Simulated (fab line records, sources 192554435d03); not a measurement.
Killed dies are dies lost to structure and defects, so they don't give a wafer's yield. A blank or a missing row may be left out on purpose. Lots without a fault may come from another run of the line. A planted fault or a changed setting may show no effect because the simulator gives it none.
Split-lot experiment | flow n5_finfet | 7 lots, 39 wafers read, on a route of 1938 steps

THE SPLIT
At N5_SD_EPI_N_EPI_21 (deposits Si:P, time 690 s), the setting time_s was moved away from the recipe's 690 s on 15 of the 39 wafers read, by -45.7% to +49.7%. The other wafers ran this setting at the recipe's value.

FROM THE SPLIT TO THE READING: what the file shows between them, 10 steps
- N5_SD_EPI_N_EPI_MEAS_23
- N5_SD_EPI_N_PRECLEAN_24: cleans in O3/DIW, time 60 s
- N5_SD_EPI_N_SRD_25: time 30 s
- N5_SD_EPI_P_HM_STRIP_48: strips SiNx in H3PO4, material SiNx, target depth 3 nm
- N5_SD_EPI_P_SRD_49: time 30 s
- N5_SD_EPI_P_PRECLEAN_24: cleans in O3/DIW, time 45 s
- N5_SD_EPI_P_PRECLEAN_32: cleans in dHF, time 10 s
- N5_SD_EPI_P_PRECLEAN_33: cleans in SC2, time 45 s
- N5_SD_ACTIVATION_RTA_00: time 0 s
- N5_SD_ACTIVATION_LSA_01: time 0.0008 s

THE READING
RS_SD_N, in ohm/sq, at N5_SD_ACTIVATION_RS_MEAS_03 (measures by four-point-probe). Fault-free wafers of this fab line usually give 21.90 ohm/sq, standard deviation 0.28 ohm/sq.

wafer  | tool, chamber at the split | time_s as run, s | against the recipe | RS_SD_N, ohm/sq | against lot-mates on the recipe
L075.1 | epi_rpcvd-01, 0            | 374.5            | -45.7%             | 36.51           | +15.10
L075.2 | epi_rpcvd-01, 0            | 690              | recipe             | 21.43           | -
L075.3 | epi_rpcvd-01, 0            | 690              | recipe             | 21.34           | -
L075.4 | epi_rpcvd-01, 0            | 374.5            | -45.7%             | 36.56           | +15.15
L075.5 | epi_rpcvd-01, 0            | 690              | recipe             | 21.46           | -
L075.6 | epi_rpcvd-01, 0            | 374.5            | -45.7%             | 37.03           | +15.62
L077.1 | epi_rpcvd-01, 0            | 483.2            | -30.0%             | 28.94           | +6.69
L077.2 | epi_rpcvd-01, 0            | 690              | recipe             | 22.29           | -
L077.3 | epi_rpcvd-01, 0            | 483.2            | -30.0%             | 29.64           | +7.39
L077.4 | epi_rpcvd-01, 0            | 483.2            | -30.0%             | 29.08           | +6.83
L077.5 | epi_rpcvd-01, 0            | 690              | recipe             | 22.17           | -
L077.6 | epi_rpcvd-01, 0            | 690              | recipe             | 22.29           | -
L079.1 | epi_rpcvd-01, 0            | 690              | recipe             | 21.53           | -
L079.2 | epi_rpcvd-01, 0            | 690              | recipe             | 22.02           | -
L079.3 | epi_rpcvd-01, 0            | 690              | recipe             | 22.13           | -
L079.4 | epi_rpcvd-01, 0            | 690              | recipe             | 21.86           | -
L079.5 | epi_rpcvd-01, 0            | 690              | recipe             | 22.19           | -
L079.6 | epi_rpcvd-01, 0            | 690              | recipe             | 22.26           | -
L080.1 | epi_rpcvd-04, 0            | 690              | recipe             | 21.73           | -
L080.2 | epi_rpcvd-04, 0            | 992              | +43.8%             | 16.89           | -4.83
L080.3 | epi_rpcvd-04, 0            | 992              | +43.8%             | 16.61           | -5.11
L080.4 | epi_rpcvd-04, 0            | 690              | recipe             | 21.67           | -
L080.5 | epi_rpcvd-04, 0            | 992              | +43.8%             | 16.78           | -4.94
L080.6 | epi_rpcvd-04, 0            | 690              | recipe             | 21.76           | -
L082.1 | epi_rpcvd-04, 0            | 690              | recipe             | 21.63           | -
L082.2 | epi_rpcvd-04, 0            | 690              | recipe             | 21.42           | -
L082.3 | epi_rpcvd-04, 0            | 1033             | +49.7%             | 16.23           | -5.43
L082.4 | epi_rpcvd-04, 0            | 1033             | +49.7%             | 16.12           | -5.54
L082.5 | epi_rpcvd-04, 0            | 1033             | +49.7%             | 16.30           | -5.36
L082.6 | epi_rpcvd-04, 0            | 690              | recipe             | 21.94           | -
L088.1 | epi_rpcvd-04, 0            | 690              | recipe             | 22.28           | -
L088.2 | epi_rpcvd-04, 0            | 690              | recipe             | 22.25           | -
L088.3 | epi_rpcvd-04, 0            | 690              | recipe             | 22.01           | -
L088.4 | epi_rpcvd-04, 0            | 449.9            | -34.8%             | 31.28           | +9.10
L088.5 | epi_rpcvd-04, 0            | 449.9            | -34.8%             | 31.26           | +9.08
L088.6 | epi_rpcvd-04, 0            | 449.9            | -34.8%             | 31.05           | +8.87
L094.1 | epi_rpcvd-01, 0            | 690              | recipe             | 22.05           | -
L094.2 | epi_rpcvd-01, 0            | 690              | recipe             | 21.75           | -
L094.5 | epi_rpcvd-01, 0            | 690              | recipe             | 22.03           | -

THE FIT
A straight line over all 39 wafers: RS_SD_N changes by -0.199 ohm/sq for each +1% of time_s; r = -0.93; the points scatter about the line by 2 ohm/sq.
The same after taking each lot's own level away (the mean of its wafers on the recipe; 39 wafers): -0.196 ohm/sq for each +1%; r = -0.93; scatter 2.1 ohm/sq.
On that fit, the largest move of time_s shifts the reading by 9.8 ohm/sq.
The lots' own levels span 21.410 to 22.250 ohm/sq, that is 3.0 times the standard deviation above.
So the lot-to-lot level changes the slope little: the two slopes agree.
Check: with one of the wafers moved furthest among these (+49.7%) left out of the fit, the line predicts -8.85 ohm/sq for it against its lot-mates. It came out at -5.43 ohm/sq against them.

OTHER SPLITS ON THESE WAFERS
These wafers also went through other splits before the reading. Each is held against what the fit with the lots' levels taken away leaves over:
other split on the same wafers       | wafers away from the commonest value | r with RS_SD_N (lot level and that fit taken away)
N5_ZERO_LAYER_ETCH_18 target_depth_a | 15                                   | -0.23
N5_FIN_SAQP_HM_DEP_03 target_thk_a   | 12                                   | +0.17

THE WHOLE CHAIN: every reading that the file lists as answering this split, in the file's order
step                        | what it does                 | reading                                                                         | change (the file's fit)               | r (the file's)
N5_SD_EPI_N_EPI_21          | deposits Si:P, time 690 s    | Si-P_of_SD_EPI_N_EPI_21.thk_nm (the simulator's own value, which no gauge read) | +0.459 nm for each +1% of the setting | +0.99
N5_SD_EPI_N_EPI_MEAS_23     |                              | thk_nm                                                                          | withheld for each +1% of the setting  | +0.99
N5_SD_EPI_P_PRECLEAN_24     | cleans in O3/DIW, time 45 s  | Si-P_of_SD_EPI_N_EPI_21.thk_nm (the simulator's own value, which no gauge read) | +0.454 nm for each +1% of the setting | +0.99
N5_SD_ACTIVATION_RS_MEAS_03 | measures by four-point-probe | RS_SD_N                                                                         | -0.199 for each +1% of the setting    | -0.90

THE FILE'S OWN FIT
RS_SD_N changes by -0.199 ohm/sq for each +1% of time_s, r = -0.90.
